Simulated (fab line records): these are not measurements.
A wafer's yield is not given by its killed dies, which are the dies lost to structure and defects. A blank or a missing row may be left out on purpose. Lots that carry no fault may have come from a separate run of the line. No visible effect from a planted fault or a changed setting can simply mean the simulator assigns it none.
fab line records	flow n5Finfet
record lots=11	wafers=33	lastDay=17
route steps=1938 shown HKMG_FIN@413 PASSIVATION@1936
lots that met no fault: from a run of the same line without faults
startH: the number of hours between the record's first day and the start of the first shown wafer of the lot	waitH: time in hours since the lot's previous step	" as in the row above	L1.1+2: one row covering several wafers at once	- no value, or no start given	* or withheld: withheld	< > ~ a bound
route shown NAME@n: a module of which the file shows steps, and the number in the route of the first	usual: the fault-free wafers' mean and standard deviation	same: alike in all rows	chamber/n: place in a boat	sites: each site's reading	_std_site: the standard deviation of these	_edge_site: inner sites' mean taken away from outer sites' mean	radiusMm: how far each site lies from the wafer's centre	mask NAME#n: copy n	behind: tool/chamber where the wafer was last shaped	hold: the reason the lot was held/the length of the hold in hours/how it ended	device: the n, p or np transistor that did not switch	end of line: tests of these same wafers at the route's end	a step without rows: its recipe alone	killed: dies lost to structure and defects at the first sort, not the wafer's yield	map: a wafer's dies, marking killed ones x, the rest . and places with no die _
set.NAME: the run value of the setting; set.NAME@STEP: its run value at that earlier step	model.NAME: the simulator's own value behind a step, which no gauge read
one table for each step of the route and one row for each wafer, over a sample of lots
services: a tool's chamber out of use, with start hour (startH, from the record's first day; less than 0 if before it), hours out, and reason
## steps
# step N5_HKMG_FIN_CVD_62
# recipe material=a-Si	targetThkA=30	tempC=500	precursor=Si2H6	pressureTorr=1	timeS=20.8
# usual heaterPowerW=1370/140
lot.wafer	tool	chamber	startH	waitH	heaterPowerW
L913.1	thermalCvdSi-02	1	95.11	0.2	1253
L913.2	"	0	"	"	1491
L913.5	"	2	"	"	1399
L915.2	thermalCvdSi-02	0	103.22	0.2	1513
L915.4	"	1	"	"	1237
L915.5	"	2	"	"	1343
L919.3	thermalCvdSi-02	1	131.77	0.2	1250
L919.4	"	0	"	"	1454
L919.5	"	2	"	"	1438
L920.4	thermalCvdSi-01	2	133.69	0.2	1424
L920.5	"	0	"	"	1547
L920.6	"	1	"	"	1137
L924.1	thermalCvdSi-01	0	161.22	0.2	1525
L924.4	"	1	"	"	1073
L924.5	"	0	"	"	1533
L925.1	thermalCvdSi-02	1	165.51	0.2	1270
L925.3	"	2	"	"	1337
L925.6	"	2	"	"	1392
L926.3	thermalCvdSi-01	0	167.65	0.2	1518
L926.4	"	0	"	"	1538
L926.6	"	2	"	"	1405
L928.1	thermalCvdSi-01	1	182.97	0.2	1127
L928.2	"	2	"	"	1460
L928.3	"	0	"	"	1510
L930.1	thermalCvdSi-01	1	195.80	0.2	1117
L930.4	"	1	"	"	1131
L930.6	"	2	"	"	1437
L931.1	thermalCvdSi-02	2	204.87	0.2	1346
L931.4	"	1	"	"	1293
L931.5	"	0	"	"	1514
L932.3	thermalCvdSi-02	2	212.74	0.2	1391
L932.4	"	0	"	"	1465
L932.6	"	1	"	"	1265
# step N5_HKMG_FIN_EXPOSE_09
# recipe maskId=NWFM	na=1.35	sourceShape=conventional	sigmaOuter=0.8	polarization=unpolarized	doseMj=39.25
# usual stageVelMmS=500.01/0.27
lot.wafer	tool	chamber	startH	waitH	mask	stageVelMmS
L913.1	arfiScanner-02	0	96.74	-	NWFM#0	499.79
L913.2	"	0	"	"	NWFM#0	499.73
L913.5	"	0	"	"	NWFM#0	499.94
L915.2	arfiScanner-03	0	104.79	-	NWFM#0	499.58
L915.4	"	0	"	"	NWFM#0	499.56
L915.5	"	0	"	"	NWFM#0	499.60
L919.3	arfiScanner-03	0	133.21	-	NWFM#0	500.08
L919.4	"	0	"	"	NWFM#0	499.95
L919.5	"	0	"	"	NWFM#0	499.60
L920.4	arfiScanner-02	0	135.08	-	NWFM#0	500.25
L920.5	"	0	"	"	NWFM#0	500.18
L920.6	"	0	"	"	NWFM#0	500.16
L924.1	arfiScanner-02	0	162.81	-	NWFM#0	500.44
L924.4	"	0	"	"	NWFM#0	500.60
L924.5	"	0	"	"	NWFM#0	500.26
L925.1	arfiScanner-02	0	166.82	-	NWFM#0	500.27
L925.3	"	0	"	"	NWFM#0	499.87
L925.6	"	0	"	"	NWFM#0	500.02
L926.3	arfiScanner-03	0	169.14	-	NWFM#0	500.19
L926.4	"	0	"	"	NWFM#0	500.36
L926.6	"	0	"	"	NWFM#0	499.98
L928.1	arfiScanner-01	0	184.40	-	NWFM#0	500.09
L928.2	"	0	"	"	NWFM#0	500.00
L928.3	"	0	"	"	NWFM#0	500.39
L930.1	arfiScanner-03	0	197.35	-	NWFM#0	499.65
L930.4	"	0	"	"	NWFM#0	499.79
L930.6	"	0	"	"	NWFM#0	499.98
L931.1	arfiScanner-03	0	206.20	-	NWFM#0	499.88
L931.4	"	0	"	"	NWFM#0	499.78
L931.5	"	0	"	"	NWFM#0	499.83
L932.3	arfiScanner-01	0	214.05	-	NWFM#0	500.78
L932.4	"	0	"	"	NWFM#0	499.87
L932.6	"	0	"	"	NWFM#0	500.06
# step N5_HKMG_FIN_OVL_MEAS_13
# recipe pointsPerWafer=44
# usual NWFM_OVL=-0.3/0.63
lot.wafer	tool	chamber	startH	waitH	NWFM_OVL[nm]
L913.1	overlay-02	0	96.89	0.0	-0.7
L913.2	"	0	"	"	0.2
L913.5	"	0	"	"	-0.7
L915.2	overlay-01	0	104.94	0.0	-0.4
L915.4	"	0	"	"	0.7
L915.5	"	0	"	"	-0.9
L919.3	overlay-01	0	133.36	0.0	-0.5
L919.4	"	0	"	"	-0.4
L919.5	"	0	"	"	-0.9
L920.4	overlay-02	0	135.22	0.0	-0.6
L920.5	"	0	"	"	0.0
L920.6	"	0	"	"	-0.1
L924.1	overlay-01	0	162.97	0.0	29.2
L924.4	"	0	"	"	29.4
L924.5	"	0	"	"	28.3
L925.1	overlay-01	0	166.98	0.0	28.5
L925.3	"	0	"	"	28.1
L925.6	"	0	"	"	28.2
L926.3	overlay-01	0	169.28	0.0	-0.4
L926.4	"	0	"	"	-0.3
L926.6	"	0	"	"	-0.4
L928.1	overlay-02	0	184.55	0.0	-1.1
L928.2	"	0	"	"	-1.0
L928.3	"	0	"	"	-1.1
L930.1	overlay-02	0	197.50	0.0	1.3
L930.4	"	0	"	"	0.6
L930.6	"	0	"	"	0.5
L931.1	overlay-01	0	206.35	0.0	-0.8
L931.4	"	0	"	"	-0.5
L931.5	"	0	"	"	-1.1
L932.3	overlay-02	0	214.20	0.0	-0.7
L932.4	"	0	"	"	-0.8
L932.6	"	0	"	"	-0.9
# step N5_HKMG_FIN_ETCH_32
# recipe chemistry=N2/H2	target=SOC	targetDepthA=2400	tempC=40	timeS=300	ionEnergyEv=200	maskMaterial=SiARC	pressureMtorr=30	sourceW=840	biasW=150	n2FlowSccm=200	h2FlowSccm=200
# usual drypumpMotorCurrentA=5.9/0.35	oesProductAu=0.78/0.083	rfVppV=525.0/2.1	showerheadPlenumPTorr=2.58/0.07	throttleValvePct=17.90/0.29
lot.wafer	tool	chamber	startH	waitH	drypumpMotorCurrentA	oesProductAu	rfHoursCounterH	rfVppV	showerheadPlenumPTorr	throttleValvePct
L913.1	rieDiel-05	1	97.23	0.0	5.5	0.73	158	527.7	2.66	17.94
L913.2	"	0	"	"	5.6	0.92	10	527.7	2.70	17.37
L913.5	"	1	"	"	5.5	0.73	-	528.2	2.66	17.94
L915.2	rieDiel-05	3	105.09	0.0	5.8	0.89	27	521.7	2.48	17.57
L915.4	"	1	"	"	5.5	0.73	161	526.2	2.65	17.94
L915.5	"	2	"	"	5.5	0.90	-	525.4	2.59	17.66
L919.3	rieDiel-05	1	133.51	0.0	5.5	0.72	170	527.3	2.65	17.97
L919.4	"	0	"	"	5.7	0.90	23	529.6	2.70	17.39
L919.5	"	2	"	"	5.5	0.88	-	525.1	2.58	17.68
L920.4	rieDiel-04	2	135.40	0.0	6.1	0.76	147	523.5	2.55	18.35
L920.5	"	1	"	"	6.5	0.69	-	526.7	2.62	18.05
L920.6	"	0	"	"	6.3	0.72	-	526.7	2.63	17.95
L924.1	rieDiel-04	0	163.12	0.0	6.2	0.71	221	527.0	2.62	17.95
L924.4	"	1	"	"	6.5	0.68	239	526.1	2.61	18.08
L924.5	"	3	"	"	6.3	0.75	-	523.1	2.54	18.11
L925.1	rieDiel-05	0	167.27	0.0	5.6	0.87	34	529.2	2.69	17.41
L925.3	"	1	"	"	5.5	0.71	181	527.7	2.65	17.98
L925.6	"	0	"	"	5.6	0.87	-	528.1	2.69	17.42
L926.3	rieDiel-04	0	169.43	0.0	6.3	0.71	224	526.8	2.62	17.96
L926.4	"	3	"	"	6.2	0.76	174	523.5	2.53	18.10
L926.6	"	2	"	"	6.0	0.75	-	523.5	2.55	18.37
L928.1	rieDiel-05	0	184.70	0.0	5.6	0.86	40	529.0	2.69	17.44
L928.2	"	2	"	"	5.5	0.84	53	525.4	2.58	17.71
L928.3	"	3	"	"	5.8	0.85	54	522.5	2.46	17.63
L930.1	rieDiel-04	3	197.65	0.0	6.3	0.75	183	524.3	2.53	18.12
L930.4	"	2	"	"	6.1	0.74	168	523.6	2.54	18.38
L930.6	"	3	"	"	6.3	0.75	-	524.2	2.53	18.12
L931.1	rieDiel-03	2	206.50	0.0	5.8	0.87	57	527.8	2.69	17.46
L931.4	"	3	"	"	5.5	0.71	188	524.6	2.53	18.14
L931.5	"	0	"	"	5.7	0.67	-	525.4	2.61	18.15
L932.3	rieDiel-04	2	215.29	0.0	6.1	0.74	177	523.8	2.54	18.39
L932.4	"	1	"	"	6.5	1.03	0	525.5	2.61	17.69
L932.6	"	1	"	"	6.4	1.02	-	525.1	2.61	17.69
# step N5_HKMG_FIN_STRIP_92
# recipe chemistry=N2/H2	material=SOC	timeS=20	powerW=500	tempC=40	pressureMtorr=50	rfFrequencyHz=6e+07	biasPowerW=8	h2Frac=0.5	n2FlowSccm=300	h2FlowSccm=300
# usual drypumpMotorCurrentA=5.9/0.35	oesProductAu=0.78/0.082	rfVppV=54.3/0.81	showerheadPlenumPTorr=3.41/0.089	throttleValvePct=19.1/0.37
lot.wafer	tool	chamber	startH	waitH	drypumpMotorCurrentA	oesProductAu	rfHoursCounterH	rfVppV	showerheadPlenumPTorr	throttleValvePct
L913.1	rieDiel-05	1	97.59	0.1	5.5	0.73	158	55.4	3.50	19.1
L913.2	"	0	"	"	5.7	0.92	11	54.0	3.56	18.4
L913.5	"	1	"	"	5.5	0.73	-	54.6	3.50	19.1
L915.2	rieDiel-05	3	105.45	0.1	5.8	0.89	27	53.8	3.27	18.7
L915.4	"	1	"	"	5.5	0.72	161	55.8	3.50	19.1
L915.5	"	2	"	"	5.5	0.88	-	54.4	3.41	18.8
L919.3	rieDiel-05	1	133.87	0.1	5.5	0.72	170	54.1	3.50	19.2
L919.4	"	0	"	"	5.7	0.90	23	54.7	3.56	18.4
L919.5	"	2	"	"	5.5	0.88	-	53.2	3.41	18.9
L920.4	rieDiel-04	2	135.76	0.1	6.1	0.76	147	55.7	3.37	19.8
L920.5	"	1	"	"	6.5	0.69	-	54.9	3.45	19.0
L920.6	"	0	"	"	6.2	0.72	-	54.3	3.47	19.1
L924.1	rieDiel-04	0	163.48	0.1	6.2	0.71	221	53.6	3.46	19.2
L924.4	"	1	"	"	6.5	0.69	239	54.7	3.45	19.0
L924.5	"	3	"	"	6.3	0.76	-	55.6	3.35	19.2
L925.1	rieDiel-05	0	167.63	0.1	5.7	0.88	35	53.6	3.55	18.4
L925.3	"	1	"	"	5.5	0.71	182	54.1	3.49	19.2
L925.6	"	0	"	"	5.7	0.88	-	53.7	3.55	18.5
L926.3	rieDiel-04	0	169.79	0.1	6.3	0.71	224	55.0	3.46	19.2
L926.4	"	3	"	"	6.3	0.76	175	54.2	3.35	19.2
L926.6	"	2	"	"	6.1	0.75	-	54.6	3.37	19.8
L928.1	rieDiel-05	0	185.06	0.1	5.6	0.86	40	54.9	3.55	18.4
L928.2	"	2	"	"	5.5	0.84	53	54.0	3.40	18.9
L928.3	"	3	"	"	5.8	0.86	54	53.7	3.26	18.8
L930.1	rieDiel-04	3	198.01	0.1	6.3	0.75	184	54.2	3.34	19.2
L930.4	"	2	"	"	6.1	0.75	168	55.3	3.36	19.8
L930.6	"	3	"	"	6.3	0.75	-	54.1	3.34	19.2
L931.1	rieDiel-03	2	206.86	0.1	5.8	0.87	57	54.3	3.54	18.5
L931.4	"	3	"	"	5.6	0.71	189	55.5	3.34	19.2
L931.5	"	0	"	"	5.7	0.67	-	55.7	3.44	19.3
L932.3	rieDiel-04	2	215.65	0.1	6.1	0.74	177	53.7	3.36	19.9
L932.4	"	1	"	"	6.4	1.00	0	54.5	3.44	18.7
L932.6	"	1	"	"	6.5	1.01	-	54.1	3.44	18.7
# step N5_PASSIVATION_PROBE_49
# usual killed_at_M0_to_M3=35/11	killed_at_M4_up=14/5.4	killedAtContacts=12/6.2	killedAtFrontEnd=38/11	killedAtOther=4.1/2.8	killedDies=103/17	killedOpen=66/13	killedShort=34/8.2
# same grossDies=1180	killedAtBackSide=0
lot.wafer	tool	chamber	startH	waitH	killed_at_M0_to_M3	killed_at_M4_up	killedAtContacts	killedAtFrontEnd	killedAtOther	killedDies	killedOpen	killedShort
L925.3	prober-02	-	358.12	0.1	26	9	15	46	3	99	65	33
L925.6	prober-02	-	358.27	0.3	27	8	10	23	2	70	44	25
# killed by level:class
L925.3 STI_FIN_REVEAL:geometricParticle:open=17 BEOL_M2:geometricParticle:open=13 FIN_SAQP:geometricParticle:short=12 MOL_CONTACT_COAG:geometricParticle:open=12 FIN_SAQP:geometricParticle:open=6 BEOL_M3:geometricParticle:open=4 STARTING-WAFER:geometricParticle:short=4 MOL_CONTACT_COAG:geometricParticle:short=3
L925.6 MOL_CONTACT_COAG:geometricParticle:open=9 BEOL_M0_SAQP:geometricParticle:short=6 BEOL_M0_SAQP:geometricParticle:open=6 BEOL_M2:geometricParticle:open=6 BEOL_M4:geometricParticle:open=5 FIN_SAQP:geometricParticle:open=4 FIN_SAQP:geometricParticle:short=4 STI_FIN_REVEAL:geometricParticle:open=3
## services
tool	chamber	startH	hours	kind
arfiScanner-02	-	73.84	2.8	repair
arfiScanner-01	-	79.91	1.3	pm
thermalCvdSi-01	-	91.18	2.8	pm
rieDiel-03	3	95.34	22.6	repair
arfiScanner-02	-	99.58	0.8	pm
arfiScanner-01	-	100.01	3.9	pm
rieDiel-03	0	103.91	18.7	repair
arfiScanner-02	-	106.51	2.0	repair
arfiScanner-03	-	109.32	1.0	pm
arfiScanner-03	-	111.00	1.3	pm
arfiScanner-02	-	112.21	4.9	pm
rieDiel-03	-	112.50	2.8	repair
rieDiel-04	2	116.92	6.0	repair
arfiScanner-01	-	124.16	0.2	repair
arfiScanner-03	-	129.25	0.8	pm
arfiScanner-01	-	130.87	1.0	pm
thermalCvdSi-02	-	133.15	0.3	repair
arfiScanner-02	-	154.98	1.0	pm
arfiScanner-02	-	156.48	1.3	pm
arfiScanner-02	-	157.78	0.8	pm
arfiScanner-01	-	159.62	6.2	repair
arfiScanner-02	-	169.58	1.0	pm
arfiScanner-03	-	182.00	0.5	repair
arfiScanner-02	-	193.03	0.4	repair
## key
firstSign step=N5_HKMG_FIN_OVL_MEAS_13	reading=NWFM_OVL	direction=up	sigmas=46	usual=-0.3	struck=28.6
effect none on later readings
metAt N5_HKMG_FIN_EXPOSE_09
struckLots L924,L925
testerLeftOut L924,L925
notActingAt N5_HKMG_FIN_CVD_62,N5_HKMG_FIN_ETCH_32,N5_HKMG_FIN_STRIP_92
onsetBetween 135.08 162.81
fault kind=scannerMatchingOverlay	tool=arfiScanner-02	chamber=-	onsetH=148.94	steps=N5_HKMG_FIN_EXPOSE_09	offset=28.03
# testerLeftOut: of these lots the tester's yield and bins aren't shown, on N5 and GAA mostly nor the transistor test; their killed dies are dies lost to structure and defects alone, not to doping, threshold or leakage, so they don't give the yield
